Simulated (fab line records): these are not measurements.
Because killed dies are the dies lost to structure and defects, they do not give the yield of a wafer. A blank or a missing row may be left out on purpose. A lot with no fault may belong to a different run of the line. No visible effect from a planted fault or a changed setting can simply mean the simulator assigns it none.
A lot that was struck, set against a sound lot | flow nandHarc | 15 out of 1159 route steps
Sound: the wafers L684.2, L684.3, L684.5. Struck: wafer L680.2. (L680.4, L680.6 of the same lot were not struck and are left out.) The cause comes at the end.
Order at every step that has rows: each side's tool, ch and its chambers, its first start. Under that, the readings that differ: sound wafers | struck wafers | difference of the means | sigmas: that difference in standard deviations of wafers without a fault.
alike: same words and numbers on both sides, and readings whose means sit less than 2 such deviations apart. not compared: any withheld reading, any reading some wafer has no value for, any bound like >300 that may hide the same value, and any number with overlapping values for which the record gives no deviation.
The two part at a step that has a row with sigmas, a row that says differs or no value, or rows on one side only. Numbers that have no deviation but don't overlap get no sigmas and don't part them. A reading missing from all wafers of one side parts the sides only when that side holds two or more wafers.

first, 1 step without rows for these wafers: NHARC_A_ONON_D1_DEP_09 (target thk 1000 nm).
NHARC_A_ONON_D1_THK_MEAS_11: measures by ellipsometry.
  sound: filmMetro-01 at day 12 04:05; struck: filmMetro-01 at day 11 20:08
reading    | sound          | struck | difference | sigmas
thkNm (nm) | 1005 1003 1004 | 975    | -29        | -2
after that, 1 step with no rows for these wafers: NHARC_A_ONON_D1_DEP_12 (target thk 1000 nm).
NHARC_A_ONON_D1_THK_MEAS_14: measures by ellipsometry.
  sound: filmMetro-02 at day 12 04:40; struck: filmMetro-02 at day 11 20:42
  alike: thkNm
then, 2 steps without rows for these wafers: NHARC_A_ONON_D1_ANNEAL_15 (time 3600 s); NHARC_A_ONON_D1_DEP_16 (target thk 1000 nm).
NHARC_A_ONON_D1_THK_MEAS_18: measures by ellipsometry.
  sound: filmMetro-01 at day 12 12:31; struck: filmMetro-02 at day 12 03:44
  alike: thkNm
after that, 1 step with no rows for these wafers: NHARC_A_ONON_D1_DEP_19 (target thk 1000 nm).
NHARC_A_ONON_D1_THK_MEAS_21: measures by ellipsometry.
  sound: filmMetro-02 at day 12 13:05; struck: filmMetro-02 at day 12 04:27
  alike: thkNm
after that, 1 step with no rows for these wafers: NHARC_A_ONON_D1_DEP_22 (target thk 1000 nm).
NHARC_A_ONON_D1_THK_MEAS_24: measures by ellipsometry.
  sound: filmMetro-01 at day 12 13:40; struck: filmMetro-02 at day 12 05:01
  alike: thkNm
NHARC_A_ONON_D1_DEP_25: target thk 1000 nm.
  sound on pecvdOnon-04 ch 0, day 12 13:46; struck on pecvdOnon-02 ch 0, day 12 05:08
  alike: n2oFlowSccm, susceptorTempC
NHARC_A_ONON_D1_THK_MEAS_27: measures by ellipsometry.
  sound: filmMetro-01 at day 12 14:13; struck: filmMetro-01 at day 12 05:35
reading    | sound         | struck | difference | sigmas
thkNm (nm) | 1001 997 1000 | 396    | -603       | -74
after that, 1 step with no rows for these wafers: NHARC_A_ONON_D1_DEP_28 (target thk 1000 nm).
-- break in the record here, with 11 days between the starts of the struck wafers on either side (left off in module A_ONON_D1, picked up again in module END, where the first step shown is number 1159 on the route) --
NHARC_END_SORT_01:
  the record has rows for the struck wafers here (prober-02 ch 0, day 23 11:08) and none for the sound ones

## WHERE THEY PART
At NHARC_A_ONON_D1_THK_MEAS_11 first; at NHARC_END_SORT_01 last (within this record only).

WHY: what the simulator had put in
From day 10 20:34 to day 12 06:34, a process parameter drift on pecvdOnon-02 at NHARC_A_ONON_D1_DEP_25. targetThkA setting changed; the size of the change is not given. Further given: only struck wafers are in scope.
